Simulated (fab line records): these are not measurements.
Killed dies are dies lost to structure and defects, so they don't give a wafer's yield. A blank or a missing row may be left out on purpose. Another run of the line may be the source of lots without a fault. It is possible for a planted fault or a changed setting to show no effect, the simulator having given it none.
Matching of chambers | flow nand harc | 3 sister chambers for NHARC_A_SLIT_DEP_25 on pecvd-02
The step deposits SiO2, target thk 200 nm. 3 wafers are shown with their chamber, then 7 later ones without.

== WAFERS PAIRED WITH THEIR CHAMBERS ==
wafer  | chamber | heater power w (W)
L087.6 | 2       | 458
L090.1 | 1       | 617
L090.2 | 0       | 554

== WAFERS MISSING THEIR CHAMBER ==
wafer  | heater power w (W)
L090.5 | 639
L093.2 | 581
L093.5 | 601
L093.6 | 436
L096.4 | 559
L096.5 | 563
L096.6 | 447

== EACH ONE'S CHAMBER ==
wafer  | from the rows above     | in truth
L090.5 | 1                       | 1
L093.2 | can't be placed: 0 or 1 | 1
L093.5 | can't be placed: 1 or 0 | 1
L093.6 | 2                       | 2
L096.4 | 0                       | 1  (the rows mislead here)
L096.5 | 0                       | 0
L096.6 | 2                       | 2
Correct placement for 4 of the 7. From these rows, 2 cannot be placed; in 2 the true chamber is one of the candidates. 1 placed wrongly.
How it was worked out, from the rows above alone: a wafer's distance from a chamber is the root of the sum, over the readings, of the square of ((its reading less the chamber's mean) divided by the reading's scatter). If the next closest chamber is less than 2 further off than the closest, the wafer can't be placed; otherwise it belongs to the closest. For every chamber, the mean is computed from those of its wafers that are shown. The scatter: root of mean squared gap, hidden wafer to nearest shown wafer, with one shown wafer a chamber.
